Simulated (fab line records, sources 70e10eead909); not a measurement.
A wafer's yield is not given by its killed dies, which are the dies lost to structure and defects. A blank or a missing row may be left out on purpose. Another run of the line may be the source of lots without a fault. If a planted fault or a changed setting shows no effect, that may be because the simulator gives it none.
Which tool was responsible? + flow nand-harc + 14 lots, 42 wafers sampled, at 2 steps of a route of 1159

== WHAT EACH GAUGE READ, for each wafer ==
NHARC_A_CONTACT_INSPECT_23. Usual: raw-defect-count reads 412 (standard deviation 160).
| lot  | measured     | on                | raw-defect-count | flag |
|------|--------------|-------------------|------------------|------|
| L219 | day 18 03:07 | defect-inspect-01 | 553 299 270      |      |
| L220 | day 18 06:19 | defect-inspect-02 | 362 305 274      |      |
| L221 | day 18 07:31 | defect-inspect-01 | 456 409 473      |      |
| L223 | day 19 10:44 | defect-inspect-01 | 397 561 412      |      |
| L222 | day 19 10:46 | defect-inspect-02 | 259 284 412      |      |
| L224 | day 19 16:51 | defect-inspect-02 | 317 250 338      |      |
| L226 | day 19 20:40 | defect-inspect-02 | 414 312 553      |      |
| L228 | day 20 03:40 | defect-inspect-01 | 263 307 224      |      |
| L229 | day 21 16:59 | defect-inspect-01 | 384 329 612      |      |
| L233 | day 22 06:23 | defect-inspect-01 | 339 411 298      |      |
| L236 | day 22 07:08 | defect-inspect-01 | 610 434 499      |      |
| L235 | day 23 08:45 | defect-inspect-01 | 780 561 625      |      |
| L240 | day 23 09:29 | defect-inspect-01 | 415 463 505      |      |
| L231 | day 23 15:36 | defect-inspect-01 | 801 633 677      |      |

NHARC_A_BLC_CD_MEAS_19. Usual: cd-nm reads 100.2 nm (standard deviation 2.6).
| lot  | measured     | on        | cd-nm (nm)        | flag |
|------|--------------|-----------|-------------------|------|
| L219 | day 18 04:40 | cd-sem-02 | 97.6 94.7 98.8    |      |
| L220 | day 18 07:59 | cd-sem-02 | 98.8 102.6 100.4  |      |
| L221 | day 18 09:05 | cd-sem-02 | 100.5 99.3 97.9   |      |
| L223 | day 19 12:16 | cd-sem-01 | 101.3 97.0 106.1  |      |
| L222 | day 19 12:26 | cd-sem-02 | 102.0 101.3 103.6 |      |
| L224 | day 19 18:32 | cd-sem-02 | 98.0 99.6 94.5    |      |
| L226 | day 19 22:20 | cd-sem-01 | 102.3 96.2 99.7   |      |
| L228 | day 20 05:28 | cd-sem-03 | 98.4 99.3 100.5   |      |
| L229 | day 21 18:38 | cd-sem-01 | 101.0 105.0 102.1 |      |
| L233 | day 22 08:02 | cd-sem-03 | 97.8 99.6 98.3    |      |
| L236 | day 22 08:49 | cd-sem-01 | 98.6 102.3 103.0  |      |
| L235 | day 23 10:25 | cd-sem-03 | 98.2 100.2 96.7   |      |
| L240 | day 23 11:20 | cd-sem-03 | 99.8 99.3 102.6   |      |
| L231 | day 23 17:16 | cd-sem-03 | 102.2 104.2 102.7 |      |

== WHAT TOOL EACH LOT RAN ON (gives the tool, then ch and the chambers of the sampled wafers, and finally the start) ==
Before these readings, the record contains no process step.

== AS READ BY THE TOOLS THEMSELVES (means over the sampled wafers that have a number; for cases with no such wafer, the mark the record gives instead) ==
The record holds no such reading with a usual standard deviation.

== THE ANSWER, worked out from the rows above alone ==
Rule: a lot is off if the mean of its wafers that have a number lies more than 3 standard deviations from the usual mean. A lot without any number at a reading at which 4 lots or more have one is off too. The other lots that the step has rows for count as sound. After the gauges, taken in route order, come the tools' own readings; for these a lot's mean is taken, as printed above. At the first step where some lot is off, the reading lying furthest off is the one used; lots without a number count as furthest.
Nothing can be told from this: no lot is off at any reading shown.

== WHAT THE SIMULATOR HAD INSERTED ==
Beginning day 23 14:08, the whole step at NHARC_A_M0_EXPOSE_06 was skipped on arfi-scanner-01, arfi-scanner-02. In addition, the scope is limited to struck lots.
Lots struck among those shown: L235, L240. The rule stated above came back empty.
